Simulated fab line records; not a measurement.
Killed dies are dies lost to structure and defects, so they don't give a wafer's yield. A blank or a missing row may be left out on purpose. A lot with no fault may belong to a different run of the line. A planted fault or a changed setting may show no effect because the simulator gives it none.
fab line records    flow n5Finfet
record lots=5  wafers=15  lastDay=17
route steps=1938 shown BEOL_M6@1260 BEOL_M7@1263
lots untouched by any fault: they come from a run of this same line in which no faults occurred
startH: hours from the record's opening day to when the first of the lot's shown wafers began    waitH: hours elapsed since this lot's preceding step    " same as the row above    L1.1+2: one row covering several wafers at once    - no value, or no start given    * or withheld: withheld    < > ~ a bound
route shown NAME@n: names a module that has steps shown in the file, with the first one's number in the route    usual: mean and standard deviation over wafers with no fault    same: alike in all rows    chamber/n: place in a boat    sites: the reading at each site    _std_site: standard deviation across them    _edge_site: the outer-site mean with the inner-site mean subtracted    radiusMm: for every site, how far away it sits from the centre of the wafer    mask NAME#n: copy n    behind: tool/chamber where the wafer was last shaped    hold: the reason the lot was held/the length of the hold in hours/how it ended    device: the transistor (n, p or np) that didn't switch    end of line: at the end of the route, the tests of the same wafers    a step given without rows: its recipe and nothing more    killed: dies lost to structure and defects at the first sort, not the wafer's yield    map: shows each die of a wafer: x if killed, . if not, _ if none is there
set.NAME: setting as actually run; set.NAME@STEP: the setting as run at that earlier step    model.NAME: the simulator's own value behind a step, which no gauge read
a table for each step, a row for each wafer; lots at some steps of the route
services: a tool's chamber out of use, with start hour (startH, from the record's first day; less than 0 if before it), hours out, and reason
## steps
# step N5_BEOL_M6_DEP_56
# recipe material=SiCN  targetThkA=100  tempC=withheld  precursor=3MS/NH3  pressureTorr=3  rfW=202  timeS=17.5
# usual showerheadPlenumPTorr=3.656/0.014  throttleValvePct=9.0/0.47
lot.wafer  tool      chamber  startH  waitH  showerheadPlenumPTorr  throttleValvePct
L080.1     pecvd-01  0        227.80  0.0    3.660                  9.0
L080.3     "         0        "       "      3.652                  8.6
L080.6     "         0        "       "      3.658                  8.9
L079.1     pecvd-04  2        228.15  0.0    3.652                  9.0
L079.3     "         0        "       "      3.654                  10.4
L079.5     "         1        "       "      3.694                  8.9
L082.2     pecvd-01  2        238.64  0.0    3.663                  8.3
L082.3     "         0        "       "      3.658                  8.8
L082.6     "         2        "       "      3.647                  8.2
L081.2     pecvd-02  1        246.11  0.0    3.674                  8.8
L081.3     "         2        "       "      3.638                  8.8
L081.6     "         0        "       "      3.675                  9.6
L096.1     pecvd-01  0        319.67  0.0    3.662                  8.9
L096.4     "         1        "       "      3.642                  9.3
L096.6     "         2        "       "      3.662                  8.6
# step N5_BEOL_M6_RS_MEAS_57
# recipe thkMeasGauge=four-point-probe  reads=Cu_of_BEOL_M6_ECD_50+Co_of_BEOL_M6_CVD_78+TaN_of_BEOL_M6_ALD_77
# usual M6_RS=0.289/0.0092
lot.wafer  tool          chamber  startH  waitH  M6_RS[ohm/sq]
L080.1     filmMetro-02  -        227.88  0.1    0.293
L080.3     "             -        "       "      0.298
L080.6     "             -        "       "      0.286
L079.1     filmMetro-02  -        228.21  0.1    0.282
L079.3     "             -        "       "      0.291
L079.5     "             -        "       "      0.292
L082.2     filmMetro-02  -        238.73  0.1    0.275
L082.3     "             -        "       "      0.292
L082.6     "             -        "       "      0.281
L081.2     filmMetro-01  -        246.18  0.1    0.289
L081.3     "             -        "       "      0.280
L081.6     "             -        "       "      0.280
L096.1     filmMetro-02  -        319.74  0.1    0.288
L096.4     "             -        "       "      0.275
L096.6     "             -        "       "      0.290
# step N5_BEOL_M6_INSPECT_58
# recipe inspectInstrument=darkfield  mode=postDep
# usual rawDefectCount=78/27
lot.wafer  tool              chamber  startH  waitH  rawDefectCount
L080.1     defectInspect-01  -        227.91  0.0    91
L080.3     "                 -        "       "      69
L080.6     "                 -        "       "      45
L079.1     defectInspect-02  -        228.24  0.0    63
L079.3     "                 -        "       "      84
L079.5     "                 -        "       "      88
L082.2     defectInspect-01  -        238.75  0.0    99
L082.3     "                 -        "       "      124
L082.6     "                 -        "       "      95
L081.2     defectInspect-02  -        246.20  0.0    78
L081.3     "                 -        "       "      192
L081.6     "                 -        "       "      70
L096.1     defectInspect-01  -        319.78  0.0    74
L096.4     "                 -        "       "      38
L096.6     "                 -        "       "      80
# step N5_BEOL_M7_ILD_DEP_00
# recipe material=SiCOH_lowk  targetThkA=1797.5  tempC=300  precursor=DEMS/porogen  pressureTorr=5  rfW=500  timeS=33.4
# usual heaterPowerW=290/37  showerheadPlenumPTorr=5.734/0.023  throttleValvePct=14.0/0.87
lot.wafer  tool      chamber  startH  waitH  heaterPowerW  showerheadPlenumPTorr  throttleValvePct
L080.1     pecvd-02  0        227.95  0.0    318           5.746                  15.0
L080.3     "         0        "       "      317           5.740                  15.1
L080.6     "         2        "       "      307           5.706                  13.3
L079.1     pecvd-04  1        228.28  0.0    345           5.773                  13.6
L079.3     "         0        "       "      269           5.723                  15.4
L079.5     "         0        "       "      270           5.722                  15.5
L082.2     pecvd-02  0        238.79  0.0    332           5.742                  14.7
L082.3     "         2        "       "      303           5.703                  13.2
L082.6     "         2        "       "      313           5.698                  13.4
L081.2     pecvd-04  0        246.24  0.0    298           5.732                  15.5
L081.3     "         2        "       "      246           5.733                  13.6
L081.6     "         1        "       "      350           5.771                  13.6
L096.1     pecvd-02  1        319.81  0.0    300           5.746                  13.8
L096.4     "         1        "       "      304           5.746                  13.4
L096.6     "         0        "       "      342           5.744                  15.3
# step N5_BEOL_M7_CURE_74
# recipe tempC=385  timeS=240  ambient=He/Ar  material=SiCOH_lowk
# usual lampPowerPct=52.31/0.056  wafer_temp_C_max=387.2/0.66
lot.wafer  tool       chamber  startH  waitH  lampPowerPct  wafer_temp_C_max
L080.1     uvCure-01  2        228.03  0.1    52.26         386.9
L080.3     "          2        "       "      52.21         386.5
L080.6     "          2        "       "      52.33         387.6
L079.1     uvCure-03  1        228.41  0.1    52.33         386.6
L079.3     "          1        "       "      52.38         387.9
L079.5     "          1        "       "      52.31         387.0
L082.2     uvCure-03  0        238.95  0.1    52.30         386.3
L082.3     "          0        "       "      52.34         386.1
L082.6     "          0        "       "      52.25         386.5
L081.2     uvCure-03  2        246.77  0.5    52.34         387.4
L081.3     "          2        "       "      52.46         387.9
L081.6     "          2        "       "      52.28         387.1
L096.1     uvCure-01  2        320.10  0.3    52.37         387.6
L096.4     "          2        "       "      52.28         386.8
L096.6     "          2        "       "      52.35         386.8
# step N5_BEOL_M7_THK_MEAS_01
# recipe reads=SiCOH_lowk_of_BEOL_M7_ILD_DEP_00
# usual M7_ILD_THK=155.3/2.2
lot.wafer  tool          chamber  startH  waitH  M7_ILD_THK[nm]
L080.1     filmMetro-02  -        228.54  0.4    153.4
L080.3     "             -        "       "      155.5
L080.6     "             -        "       "      154.9
L079.1     filmMetro-02  -        229.41  0.8    153.9
L079.3     "             -        "       "      151.5
L079.5     "             -        "       "      152.4
L082.2     filmMetro-01  -        239.39  0.4    154.2
L082.3     "             -        "       "      156.7
L082.6     "             -        "       "      155.5
L081.2     filmMetro-02  -        247.20  0.4    153.3
L081.3     "             -        "       "      157.5
L081.6     "             -        "       "      156.1
L096.1     filmMetro-02  -        320.61  0.4    153.4
L096.4     "             -        "       "      156.8
L096.6     "             -        "       "      157.8
# step N5_BEOL_M7_PECVD_70
# recipe material=SiO2  targetThkA=200  tempC=400  precursor=TEOS/O2  pressureTorr=5.5  rfW=450  teosFlowSccm=53.8  gas=O2  flowSccm=3000  timeS=22.7
# usual heaterPowerW=659/69  showerheadPlenumPTorr=8.78/0.088  throttleValvePct=22.1/1.4
lot.wafer  tool      chamber  startH  waitH  heaterPowerW  showerheadPlenumPTorr  throttleValvePct
L080.1     pecvd-03  1        228.58  0.0    599           8.82                   20.1
L080.3     "         2        "       "      633           8.80                   21.1
L080.6     "         1        "       "      601           8.81                   20.4
L079.1     pecvd-03  2        229.44  0.0    522           8.78                   21.2
L079.3     "         1        "       "      565           8.82                   20.4
L079.5     "         0        "       "      807           8.89                   21.8
L082.2     pecvd-04  2        239.42  0.0    589           8.71                   21.9
L082.3     "         0        "       "      678           8.71                   25.2
L082.6     "         1        "       "      742           8.91                   22.4
L081.2     pecvd-02  2        247.24  0.0    652           8.61                   21.3
L081.3     "         0        "       "      674           8.79                   24.0
L081.6     "         1        "       "      612           8.78                   22.2
L096.1     pecvd-02  1        320.65  0.0    705           8.76                   21.9
L096.4     "         2        "       "      745           8.60                   21.6
L096.6     "         0        "       "      650           8.79                   23.8
## services
tool       chamber  startH  hours  kind
pecvd-04   -        205.06  9.1    repair
uvCure-01  -        219.95  0.9    repair
pecvd-02   1        221.97  20.4   repair
pecvd-01   1        238.05  5.5    scheduledDown
uvCure-01  -        244.78  7.5    pm
pecvd-03   0        262.05  7.4    repair
pecvd-03   2        266.43  2.0    repair
pecvd-04   -        303.32  1.0    repair
pecvd-04   -        319.57  2.8    pm
## key
fault none
